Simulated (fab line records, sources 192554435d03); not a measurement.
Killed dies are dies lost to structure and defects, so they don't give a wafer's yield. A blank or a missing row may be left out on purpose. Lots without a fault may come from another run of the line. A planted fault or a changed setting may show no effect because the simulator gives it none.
Split-lot experiment | flow n5_finfet | 7 lots, 21 wafers read, on a route of 1938 steps

THE SPLIT
At N5_BEOL_M5_COAT_65 (time 60 s, resist thk 60 nm), the setting spin_rpm was moved away from the recipe's 1500 rpm on 4 of the 21 wafers read, by +3.1% to +9.6%. The other wafers ran this setting at the recipe's value.

FROM THE SPLIT TO THE READING: what the file shows between them, 7 steps
- N5_BEOL_M5_COAT_66: time 60 s, resist thk 12 nm
- N5_BEOL_M5_COAT_74: time 60 s, resist thk 5 nm
- N5_BEOL_M5_ETCH_75: etches underlayer in N2/H2, target depth 6.5 nm, time 5.2 s
- N5_BEOL_M5_ETCH_67: etches SiARC in CF4, target depth 15.6 nm, time 26 s
- N5_BEOL_M5_ETCH_68: etches SOC in N2/H2, target depth 80 nm, overetch 16 nm, time 120 s
- N5_BEOL_M5_STRIP_69: strips in N2/H2
- N5_BEOL_M5_STRIP_76: strips in N2/H2

THE READING
SOC_of_BEOL_M5_COAT_65.thk_nm (the simulator's own value, which no gauge read), in nm, at N5_BEOL_M5_VIA_ETCH_34 (etches SiCOH lowk in C4F6/O2, target depth 88.3 nm, time 39.2 s). The file gives no usual value for it. The 17 wafers here that ran the recipe average 56.0 nm, standard deviation 0.13 nm.

wafer  | tool, chamber at the split | spin_rpm as run, rpm | against the recipe | SOC_of_BEOL_M5_COAT_65.thk_nm, nm | against lot-mates on the recipe
L075.3 | litho_track-04, 0          | 1500                 | recipe             | 56                                | -
L075.5 | litho_track-04, 0          | 1500                 | recipe             | 56                                | -
L075.6 | litho_track-04, 0          | 1500                 | recipe             | 56                                | -
L080.1 | litho_track-04, 0          | 1500                 | recipe             | 55.8                              | -
L080.2 | litho_track-04, 0          | 1500                 | recipe             | 55.8                              | -
L080.4 | litho_track-04, 0          | 1644                 | +9.6%              | 52.8                              | -3.0
L081.1 | litho_track-01, 0          | 1500                 | recipe             | 56                                | -
L081.6 | litho_track-01, 0          | 1500                 | recipe             | 56                                | -
L081.4 | litho_track-01, 0          | 1500                 | recipe             | 56.2                              | -
L087.1 | litho_track-05, 0          | 1500                 | recipe             | 56                                | -
L087.4 | litho_track-05, 0          | 1500                 | recipe             | 56                                | -
L087.3 | litho_track-05, 0          | 1546                 | +3.1%              | 55.2                              | -0.8
L089.2 | litho_track-01, 0          | 1500                 | recipe             | 56                                | -
L089.4 | litho_track-01, 0          | 1600                 | +6.7%              | 54.2                              | -1.8
L089.5 | litho_track-01, 0          | 1600                 | +6.7%              | 54.4                              | -1.6
L090.1 | litho_track-05, 0          | 1500                 | recipe             | 56                                | -
L090.2 | litho_track-05, 0          | 1500                 | recipe             | 56                                | -
L090.5 | litho_track-05, 0          | 1500                 | recipe             | 56.2                              | -
L094.1 | litho_track-01, 0          | 1500                 | recipe             | 56.2                              | -
L094.5 | litho_track-01, 0          | 1500                 | recipe             | 56.2                              | -
L094.6 | litho_track-01, 0          | 1500                 | recipe             | 55.8                              | -

THE FIT
A straight line over all 21 wafers: SOC_of_BEOL_M5_COAT_65.thk_nm changes by -0.297 nm for each +1% of spin_rpm; r = -0.98; the points scatter about the line by 0.17 nm.
The same after taking each lot's own level away (the mean of its wafers on the recipe; 21 wafers): -0.284 nm for each +1%; r = -0.99; scatter 0.13 nm.
On that fit, the largest move of spin_rpm shifts the reading by 2.7 nm.
The lots' own levels span 55.80 to 56.07 nm, that is 2.1 times the standard deviation above.
So the lot-to-lot level changes the slope little: the two slopes agree.
Check: with one of the wafers moved furthest among these (+9.6%) left out of the fit, the line predicts -2.45 nm for it against its lot-mates. It came out at -3 nm against them.

OTHER SPLITS ON THESE WAFERS
These wafers also went through other splits before the reading. Each is held against what the fit with the lots' levels taken away leaves over:
other split on the same wafers | wafers away from the commonest value | r with SOC_of_BEOL_M5_COAT_65.thk_nm (lot level and that fit taken away)
N5_BEOL_M5_ETCH_72 source_w    | 8                                    | -0.16

THE WHOLE CHAIN: every reading that the file lists as answering this split, in the file's order
step                   | what it does                                                        | reading                                                                        | change (the file's fit)               | r (the file's)
N5_BEOL_M5_COAT_65     | time 60 s, resist thk 60 nm                                         | SOC_of_BEOL_M5_COAT_65.thk_nm (the simulator's own value, which no gauge read) | -0.274 nm for each +1% of the setting | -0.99
N5_BEOL_M5_ETCH_68     | etches SOC in N2/H2, target depth 80 nm, overetch 16 nm, time 120 s | etch.depth_nm (the simulator's own value, which no gauge read)                 | -0.273 nm for each +1% of the setting | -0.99
N5_BEOL_M5_VIA_ETCH_34 | etches SiCOH lowk in C4F6/O2, target depth 88.3 nm, time 39.2 s     | SOC_of_BEOL_M5_COAT_65.thk_nm (the simulator's own value, which no gauge read) | -0.292 nm for each +1% of the setting | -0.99

THE FILE'S OWN FIT
SOC_of_BEOL_M5_COAT_65.thk_nm changes by -0.292 nm for each +1% of spin_rpm, r = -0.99.
